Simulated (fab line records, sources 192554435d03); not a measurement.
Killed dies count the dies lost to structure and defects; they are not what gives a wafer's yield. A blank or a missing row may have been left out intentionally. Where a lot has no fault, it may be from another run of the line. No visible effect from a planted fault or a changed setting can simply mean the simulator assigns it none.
Matching of chambers / flow n5-finfet / 4 sister chambers for N5_BEOL_M0_TRENCH_ETCH_107 on rie-diel-04
The step etches SiOC in C4F6/O2, target depth 32.8 nm, time 16.4 s. 4 wafers are shown with their chamber, then 10 later ones without.

WAFERS PAIRED WITH THEIR CHAMBERS
wafer=L086.2; chamber=0; showerhead-plenum-p-Torr (Torr)=2.83
wafer=L086.4; chamber=2; showerhead-plenum-p-Torr (Torr)=2.81
wafer=L091.2; chamber=1; showerhead-plenum-p-Torr (Torr)=2.91
wafer=L091.3; chamber=3; showerhead-plenum-p-Torr (Torr)=2.93

WAFERS WITH NO CHAMBER GIVEN
wafer=L091.4; showerhead-plenum-p-Torr (Torr)=2.91
wafer=L093.2; showerhead-plenum-p-Torr (Torr)=2.82
wafer=L093.4; showerhead-plenum-p-Torr (Torr)=2.82
wafer=L093.6; showerhead-plenum-p-Torr (Torr)=2.91
wafer=L094.2; showerhead-plenum-p-Torr (Torr)=2.91
wafer=L094.5; showerhead-plenum-p-Torr (Torr)=2.82
wafer=L094.6; showerhead-plenum-p-Torr (Torr)=2.91
wafer=L095.1; showerhead-plenum-p-Torr (Torr)=2.92
wafer=L095.3; showerhead-plenum-p-Torr (Torr)=2.81
wafer=L095.4; showerhead-plenum-p-Torr (Torr)=2.82

WHICH CHAMBER EACH WENT THROUGH
wafer=L091.4; from the rows above=1; in truth=1
wafer=L093.2; from the rows above=can't be placed: 2 or 0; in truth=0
wafer=L093.4; from the rows above=can't be placed: 2 or 0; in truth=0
wafer=L093.6; from the rows above=1; in truth=1
wafer=L094.2; from the rows above=1; in truth=1
wafer=L094.5; from the rows above=can't be placed: 2 or 0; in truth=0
wafer=L094.6; from the rows above=1; in truth=1
wafer=L095.1; from the rows above=can't be placed: 1 or 3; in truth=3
wafer=L095.3; from the rows above=2; in truth=2
wafer=L095.4; from the rows above=can't be placed: 2 or 0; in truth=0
5 of 10 placed correctly. Cannot be placed on the basis of these rows: 5; the candidates contain the true chamber in 5. 0 placed wrongly.
How it was worked out, from the rows above alone: a wafer's distance from a chamber is the root of the sum, over the readings, of the square of ((its reading less the chamber's mean) divided by the reading's scatter). The wafer belongs to the nearest chamber; if the next one is less than 2 further off, it can't be placed. Each chamber's mean is taken over the wafers shown for it. The scatter: with one shown wafer a chamber, the root of the mean of the squares of how far each hidden wafer lies from its nearest shown one.
